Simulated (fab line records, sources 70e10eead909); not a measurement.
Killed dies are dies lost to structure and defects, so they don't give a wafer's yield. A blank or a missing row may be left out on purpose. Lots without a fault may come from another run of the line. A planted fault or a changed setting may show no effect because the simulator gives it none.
Chamber matching | flow nand_harc | NHARC_P_STI_ETCH_15 on rie_si-04: 4 sister chambers
The step etches the open film in HBr/Cl2, target depth 300 nm, time 100.1 s. 18 wafers are shown with their chamber, then 9 later ones without.

WAFERS WITH THEIR CHAMBER
wafer  | chamber | drypump_motor_current_A (A) | oes_product_au (a.u.) | mfc_cl2_sccm (sccm)
L077.2 | 2       | 5.0                         | 0.994                 | 50.11
L077.4 | 0       | 5.7                         | 0.984                 | 50.01
L077.6 | 3       | 5.2                         | 0.991                 | 50.23
L079.2 | 0       | 5.7                         | 0.996                 | 50.07
L079.5 | 0       | 5.6                         | 1.001                 | 49.98
L079.6 | 3       | 5.2                         | 0.997                 | 49.98
L081.2 | 2       | 5.0                         | 1.001                 | 49.98
L081.4 | 1       | 5.5                         | 1.008                 | 49.94
L081.6 | 0       | 5.7                         | 1.000                 | 50.25
L082.2 | 3       | 5.2                         | 1.008                 | 49.98
L082.4 | 0       | 5.7                         | 1.001                 | 50.11
L082.5 | 3       | 5.2                         | 0.998                 | 49.80
L089.2 | 1       | 5.5                         | 1.004                 | 49.91
L089.3 | 0       | 5.7                         | 0.994                 | 50.07
L089.4 | 2       | 5.0                         | 1.005                 | 49.65
L091.3 | 0       | 5.7                         | 1.003                 | 50.03
L091.4 | 3       | 5.2                         | 0.991                 | 50.02
L091.5 | 0       | 5.7                         | 0.997                 | 50.10

SIGNATURES (means of the wafers above)
reading                 | chamber 0 | chamber 1 | chamber 2 | chamber 3 | scatter within a chamber
drypump_motor_current_A | 5.688     | 5.500     | 5.000     | 5.200     | 0.025
oes_product_au          | 0.99700   | 1.00600   | 1.00000   | 0.99700   | 0.00609
mfc_cl2_sccm            | 50.0775   | 49.9250   | 49.9133   | 50.0020   | 0.135
Rule: a wafer's distance from a chamber is the root of the sum, over the readings, of the square of ((its reading less the chamber's mean) divided by the reading's scatter). The wafer belongs to the nearest chamber; if the next one is less than 2 further off, it can't be placed. The scatter: the root of (the sum of the squares of (reading less its chamber's mean) over the shown wafers, divided by (wafers less chambers)).

WAFERS WITHOUT THEIR CHAMBER
wafer  | drypump_motor_current_A (A) | oes_product_au (a.u.) | mfc_cl2_sccm (sccm)
L094.1 | 5.2                         | 0.998                 | 50.00
L094.3 | 5.0                         | 0.998                 | 49.98
L094.6 | 5.0                         | 1.006                 | 50.26
L095.1 | 5.7                         | 1.006                 | 50.19
L095.4 | 5.0                         | 1.010                 | 49.84
L095.5 | 5.3                         | 1.004                 | 50.31
L096.2 | 5.0                         | 1.014                 | 49.77
L096.4 | 5.7                         | 1.011                 | 49.87
L096.5 | 5.7                         | 0.999                 | 49.81

WHICH CHAMBER EACH WENT THROUGH
wafer  | from the rows above | in truth
L094.1 | 3                   | 3
L094.3 | 2                   | 2
L094.6 | 2                   | 2
L095.1 | 0                   | 0
L095.4 | 2                   | 2
L095.5 | 3                   | 3
L096.2 | 2                   | 2
L096.4 | 0                   | 0
L096.5 | 0                   | 0
Placed correctly: 9 of 9. Can't be placed from these rows: 0. Placed wrongly: 0.
